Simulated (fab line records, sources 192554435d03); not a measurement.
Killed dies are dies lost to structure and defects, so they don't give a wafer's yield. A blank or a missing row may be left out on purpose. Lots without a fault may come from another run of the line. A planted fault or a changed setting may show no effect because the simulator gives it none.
Split-lot experiment | flow n5_finfet | 7 lots, 21 wafers read, on a route of 1938 steps

THE SPLIT
At N5_BEOL_M6_ETCH_62 (etches SOC in N2/H2, target depth 110 nm, overetch 22 nm, time 165 s), the setting time_s was moved away from the recipe's 165 s on 9 of the 21 wafers read, by -18.4% to +16.1%. The other wafers ran this setting at the recipe's value.

FROM THE SPLIT TO THE READING: what the file shows between them, 2 steps
- N5_BEOL_M6_STRIP_68: strips in N2/H2
- N5_BEOL_M6_STRIP_67: strips in CF4

THE READING
etch.depth_nm (the simulator's own value, which no gauge read), in nm, at N5_BEOL_M6_HM_OPEN_17 (chemistry Cl2/BCl3, target TiN, target depth 20 nm, overetch 6 nm). The file gives no usual value for it. The 12 wafers here that ran the recipe average 19.94 nm, standard deviation 0.27 nm.

wafer  | tool, chamber at the split | time_s as run, s | against the recipe | etch.depth_nm, nm | against lot-mates on the recipe
L075.1 | rie_diel-05, 1,0,2         | 165              | recipe             | 20.26             | -
L075.2 | rie_diel-05, 1,0,2         | 165              | recipe             | 20.2              | -
L075.5 | rie_diel-05, 1,0,2         | 165              | recipe             | 19.88             | -
L080.1 | rie_diel-03, 3,1,0         | 165              | recipe             | 20.09             | -
L080.5 | rie_diel-03, 3,1,0         | 165              | recipe             | 19.73             | -
L080.6 | rie_diel-03, 3,1,0         | 165              | recipe             | 20.18             | -
L082.1 | rie_diel-04, 2,3           | 175              | +6.1%              | 19.07             | -0.78
L082.3 | rie_diel-04, 0             | 165              | recipe             | 19.85             | -
L082.4 | rie_diel-04, 2,3           | 175              | +6.1%              | 18.35             | -1.50
L085.1 | rie_diel-03, 3             | 165              | recipe             | 20.06             | -
L085.5 | rie_diel-03, 0,3           | 191.6            | +16.1%             | 17.65             | -2.41
L085.6 | rie_diel-03, 0,3           | 191.6            | +16.1%             | 17.68             | -2.38
L084.1 | rie_diel-05, 2,1           | 134.7            | -18.4%             | 19.87             | +0.60
L084.2 | rie_diel-05, 0             | 165              | recipe             | 19.27             | -
L084.4 | rie_diel-05, 2,1           | 134.7            | -18.4%             | 19.76             | +0.49
L089.3 | rie_diel-03, 1,3           | 184.4            | +11.8%             | 17.5              | -2.48
L089.4 | rie_diel-03, 3             | 165              | recipe             | 19.98             | -
L089.6 | rie_diel-03, 1,3           | 184.4            | +11.8%             | 17.71             | -2.27
L094.1 | rie_diel-03, 2             | 189.1            | +14.6%             | 17.32             | -2.57
L094.4 | rie_diel-03, 3             | 165              | recipe             | 20.1              | -
L094.6 | rie_diel-03, 3             | 165              | recipe             | 19.68             | -
Where a row lists several chambers, the file gives one row for several wafers and doesn't say which wafer went through which chamber.

THE FIT
A straight line over all 21 wafers: etch.depth_nm changes by -0.0876 nm for each +1% of time_s; r = -0.76; the points scatter about the line by 0.71 nm.
The same after taking each lot's own level away (the mean of its wafers on the recipe; 21 wafers): -0.106 nm for each +1%; r = -0.87; scatter 0.57 nm.
On that fit, the largest move of time_s shifts the reading by 1.9 nm.
The lots' own levels span 19.270 to 20.113 nm, that is 3.1 times the standard deviation above.
So the lot-to-lot level blurs the effect unless lot-mates are compared.
Check: with one of the wafers moved furthest among these (-18.4%) left out of the fit, the line predicts +1.95 nm for it against its lot-mates. It came out at +0.6 nm against them.

OTHER SPLITS ON THESE WAFERS
These wafers also went through other splits before the reading. Each is held against what the fit with the lots' levels taken away leaves over:
other split on the same wafers | wafers away from the commonest value | r with etch.depth_nm (lot level and that fit taken away)
N5_BEOL_M6_COAT_60 spin_rpm    | 10                                   | +0.05

THE FILE'S OWN FIT
etch.depth_nm changes by -0.123 nm for each +1% of time_s, r = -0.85.
